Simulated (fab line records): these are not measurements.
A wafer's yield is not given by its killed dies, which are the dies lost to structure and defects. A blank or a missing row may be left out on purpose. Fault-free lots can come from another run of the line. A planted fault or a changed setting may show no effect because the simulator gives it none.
Which tool did it? -- flow n5 finfet -- 24 lots, 72 wafers sampled, at 1 step of a route of 1938

== WHAT THE GAUGES READ, wafer by wafer ==
N5_BEOL_M4_CD_MEAS_35: target cd 18 nm, target cd y 22.4 nm.
lot,measured,on,cd nm (nm)
L074,day 7 19:11,cd sem-01,18.1 18.3 17.5
L075,day 7 22:13,cd sem-01,18.5 18.5 18.4
L076,day 8 01:13,cd sem-02,17.7 18.5 18.8
L077,day 8 18:48,cd sem-02,18.4 18.5 17.9
L078,day 8 21:56,cd sem-02,18.0 18.2 18.2
L080,day 9 04:23,cd sem-02,18.6 17.9 17.9
L079,day 9 04:33,cd sem-02,18.7 18.0 18.4
L081,day 9 13:37,cd sem-02,17.8 18.0 18.0
L082,day 10 01:38,cd sem-02,18.3 17.6 18.3
L083,day 10 01:41,cd sem-01,18.6 18.6 18.0
L084,day 10 05:34,cd sem-02,18.5 17.5 18.0
L085,day 10 14:39,cd sem-01,18.6 17.1 17.9
L086,day 11 03:44,cd sem-02,18.0 18.2 17.9
L087,day 11 06:50,cd sem-03,18.7 19.0 17.8
L089,day 12 04:28,cd sem-03,17.7 17.8 18.0
L088,day 12 07:36,cd sem-02,17.8 18.1 17.6
L090,day 12 15:13,cd sem-01,18.2 18.2 17.4
L091,day 12 15:29,cd sem-01,18.0 17.7 16.8
L092,day 12 15:52,cd sem-01,18.0 17.4 18.2
L093,day 12 18:01,cd sem-01,17.7 18.0 18.0
L094,day 13 09:29,cd sem-02,18.0 17.9 18.0
L095,day 13 15:47,cd sem-03,18.0 17.5 18.4
L097,day 14 01:43,cd sem-01,18.3 18.6 17.6
L096,day 14 02:12,cd sem-03,18.3 17.6 17.2

== WHICH TOOL RAN EACH LOT (tool, then ch and the chambers of the sampled wafers, then the start) ==
The record shows no process step preceding these readings.

== AS READ BY THE TOOLS THEMSELVES (means over the sampled wafers that have a number; for cases with no such wafer, the mark the record gives instead) ==
The record holds no such reading with a usual standard deviation.

== THE ANSWER, worked out from the rows above alone ==
Rule: usual is defined by the lots themselves. Put in order of their means at a reading, lots are off if they are a third of the lots or fewer, leave a main group of 4 or more, and stand apart from it by a gap of 3 or more times the standard deviation of the main group's means; of several such gaps the widest counts. The tables above print the reading to a certain number of digits; a main group whose means all agree to those digits is not used. A lot without any number at a reading at which 4 lots or more have one is off too. Any other lot the step has rows for is counted as sound. Order of review: gauges by route order, followed by the tools' own readings, for which a lot's mean as printed above is used. At the first step where some lot is off, the reading lying furthest off is the one used; lots without a number count as furthest.
None of the lots is off at any reading shown; this tells nothing.

== WHAT THE SIMULATOR HAD PUT IN ==
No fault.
